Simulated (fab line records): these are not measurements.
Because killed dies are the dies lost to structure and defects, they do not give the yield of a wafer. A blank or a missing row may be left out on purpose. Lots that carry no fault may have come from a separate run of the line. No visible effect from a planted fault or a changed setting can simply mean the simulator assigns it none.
A struck lot beside a sound one	flow nand_harc	15 out of 1302 route steps
Sound: these wafers, L520.4, L520.5, L520.6. The struck wafers were L519.1, L519.4, L519.5. At the end, the cause is stated.
At each step with rows: each side's tool, then ch and its chambers, then its first start. Under that, the readings that differ: sound wafers	struck wafers	difference of the means	sigmas: that difference in standard deviations of wafers without a fault.
alike: words and numbers the same on both sides, and readings whose means are apart by under 2 such deviations; not compared: readings that were withheld, readings missing a value for some wafer, numbers with overlapping values and no deviation given by the record, and bounds like >300 which may hide the same value.
Wherever a step has rows on one side only, a row that says differs or no value, or a row with sigmas, the two part there. Numbers that have no deviation but don't overlap get no sigmas and don't part them. A reading missing from all wafers of one side parts the sides only when that side holds two or more wafers.

NHARC_A_DECK1_JOINT_CMP_02: polishes SiOx.
  sound on cmp-03 ch 0,1, day 16 16:05; struck on cmp-01 ch 0,2,3, day 16 16:06
  alike: motor_current_A
then, 1 step without rows for these wafers: NHARC_A_DECK1_JOINT_SRD_15.
NHARC_A_DECK1_JOINT_DEP_16: deposits SiO2, target thk 45 nm.
  sound on pecvd-03 ch 0,1,2, day 16 16:34; struck on pecvd-02 ch 1,2, day 16 16:31
  alike: heater_power_w, throttle_valve_pct
NHARC_A_DECK1_JOINT_THK_MEAS_17: measures by ellipsometry.
  sound on film_metro-02 at day 16 16:46; struck on film_metro-01 at day 16 16:45
  alike: thk_nm
NHARC_A_DECK1_JOINT_INSPECT_05:
  sound on defect_inspect-02 at day 16 16:47; struck on defect_inspect-02 at day 16 16:47
  alike: raw_defect_count
then NHARC_A_ONON_D2_DEP_00 (target thk 1000 nm), 1 step lacking rows for these wafers.
NHARC_A_ONON_D2_THK_MEAS_02: measures by ellipsometry.
  sound on film_metro-02 at day 16 17:22; struck on film_metro-01 at day 16 17:22
  alike: thk_nm
then NHARC_A_ONON_D2_DEP_03 (target thk 1000 nm), 1 step lacking rows for these wafers.
NHARC_A_ONON_D2_THK_MEAS_05: measures by ellipsometry.
  sound on film_metro-02 at day 16 17:56; struck on film_metro-01 at day 16 17:56
  alike: thk_nm
then NHARC_A_ONON_D2_DEP_06 (target thk 1000 nm), 1 step lacking rows for these wafers.
NHARC_A_ONON_D2_THK_MEAS_08: measures by ellipsometry.
  sound on film_metro-02 at day 16 18:30; struck on film_metro-01 at day 16 18:29
  alike: thk_nm
NHARC_A_ONON_D2_DEP_09: target thk 1000 nm.
  sound on pecvd_onon-02 ch 0, day 16 18:44; struck on pecvd_onon-04 ch 0, day 16 18:33
  alike: sih4_flow_sccm
NHARC_A_ONON_D2_THK_MEAS_11: measures by ellipsometry.
  sound on film_metro-02 at day 16 19:04; struck on film_metro-01 at day 16 19:04
reading	sound	struck	difference	sigmas
thk_nm (nm)	1007 1006 1006	1515 1514 1514	+508	+42
then, 2 steps without rows for these wafers: NHARC_A_ONON_D2_DEP_12 (target thk 1000 nm); NHARC_END_SORT_01.

WHERE THEY PART
Within this record, at NHARC_A_ONON_D2_THK_MEAS_11 only.

WHY: what the simulator had put in
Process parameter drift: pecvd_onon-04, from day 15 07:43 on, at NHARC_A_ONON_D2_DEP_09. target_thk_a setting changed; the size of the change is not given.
